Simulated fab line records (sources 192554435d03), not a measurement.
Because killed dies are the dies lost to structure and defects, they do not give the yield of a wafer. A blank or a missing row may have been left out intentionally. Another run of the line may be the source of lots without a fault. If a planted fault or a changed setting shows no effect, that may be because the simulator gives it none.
Code-filled problem report in 8D (eight disciplines) form -- flow n5_finfet -- the parts of the form that need people (team, actions taken, sign-off) are left out

1. WHAT IS WRONG
At N5_MIM_TOP_ETCH_ETCH_00, bias_w averages 144.0 W over 3 wafers from 2 lots, while fault-free wafers read 126.0 W, standard deviation 0.38. Relative to the usual mean, that is a shift of +47 standard deviations.
The step: etches TiN in Cl2/BCl3, target depth 38.5 nm.
Earliest sighting: wafer L777.2 on rie_metal-02 at day 15 20:07. Wafers with a number at this step in the record: 33, from 11 lots. By rule, "out" or "out of limits" means more than 4 standard deviations away from the usual mean. The other wafers with a number count as sound.

2. WHAT IT IS, AND WHAT IT ISN'T
question,is,is not
which readings at this step,bias_w,"drypump_motor_current_A, oes_product_au, throttle_valve_pct"
which lots,"L776, L777","L768, L770, L772, L773, L785, L786, L787, L788, L789"
which wafers of those lots,"L776.5, L777.2, L777.5","L776.2, L776.6, L777.6"
read on which tools,rie_metal-02,"rie_metal-01, rie_metal-03"
when,from day 15 20:07,"up to then (13 sound wafers); but 17 sound wafers of L776, L785, L786, L787, L788, L789 came after"

3. SUSPECTS, AND WHAT RULES EACH OUT
Counting: any tool at a process step up to the reading remains a suspect provided it ran every lot that is out. Sound lots after the first of them don't rule it out here, since some wafers of a struck lot are sound.
- rie_metal-02 at N5_MIM_TOP_ETCH_ETCH_00 (etches TiN in Cl2/BCl3, target depth 38.5 nm): kept. Every lot that is out went through it, the first being L777 (day 15 20:07); the last sound lot it ran before that was L772 (day 14 03:04). Out on those wafers are its own readings of bias_w.
- Within rie_metal-02 at N5_MIM_TOP_ETCH_ETCH_00: the wafers that are out ran in chamber 1; their sound lot-mates ran in chamber 0.
Left after counting: rie_metal-02 at N5_MIM_TOP_ETCH_ETCH_00.

4. THE CAUSE (what the simulator had put in)
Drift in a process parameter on rie_metal-02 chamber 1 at N5_MIM_TOP_ETCH_ETCH_00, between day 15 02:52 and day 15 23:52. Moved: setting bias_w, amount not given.
After counting, this tool was the only one left.

5. SEQUENCE OF EFFECTS, ordered by route
Each row: a reading whose mean over the struck wafers that have a number lies more than 3 standard deviations from the usual. Only readings whose record carries a usual standard deviation are examined. hours: median over the lots of the time between each lot's start at the first step of this table that gives one and its start at this step. sigmas: the change, counted in usual standard deviations.
hours,step,reading,usual,on struck wafers,change,sigmas
0,N5_MIM_TOP_ETCH_ETCH_00,bias_w,126.0 W,144.0,+18.0,+47
Process steps it contains:
- N5_MIM_TOP_ETCH_ETCH_00: etches TiN in Cl2/BCl3, target depth 38.5 nm.

6. HOW IT WOULD HAVE BEEN CAUGHT EARLIER
The fault began at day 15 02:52; the first out-of-limits reading in this record came at day 15 20:07, 17 hours later.
